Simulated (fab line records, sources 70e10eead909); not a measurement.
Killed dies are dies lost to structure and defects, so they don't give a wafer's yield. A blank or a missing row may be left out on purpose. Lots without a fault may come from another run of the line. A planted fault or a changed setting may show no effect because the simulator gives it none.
Chamber matching | flow nand_harc | NHARC_A_ONON_D2_DEP_33 on pecvd-01: 3 sister chambers
The step deposits SiO2, target thk 200 nm. 3 wafers are shown with their chamber, then 7 later ones without.

WAFERS WITH THEIR CHAMBER
wafer  | chamber | heater_power_w (W)
L088.4 | 0       | 650
L089.4 | 2       | 521
L089.5 | 1       | 725

WAFERS WITHOUT THEIR CHAMBER
wafer  | heater_power_w (W)
L089.6 | 698
L093.1 | 388
L093.5 | 676
L093.6 | 425
L097.2 | 684
L097.3 | 761
L097.5 | 734

WHICH CHAMBER EACH WENT THROUGH
wafer  | from the rows above          | in truth
L089.6 | can't be placed: 1 or 0      | 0
L093.1 | can't be placed: 2 or 0      | 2
L093.5 | can't be placed: 0 or 1 or 2 | 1
L093.6 | can't be placed: 2 or 0      | 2
L097.2 | can't be placed: 0 or 1 or 2 | 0
L097.3 | can't be placed: 1 or 0      | 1
L097.5 | can't be placed: 1 or 0      | 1
Placed correctly: 0 of 7. Can't be placed from these rows: 7 (the true chamber is among the candidates in 7). Placed wrongly: 0.
How it was worked out, from the rows above alone: a wafer's distance from a chamber is the root of the sum, over the readings, of the square of ((its reading less the chamber's mean) divided by the reading's scatter). The wafer belongs to the nearest chamber; if the next one is less than 2 further off, it can't be placed. A chamber's mean is the mean of its shown wafers. The scatter: with one shown wafer a chamber, the root of the mean of the squares of how far each hidden wafer lies from its nearest shown one.
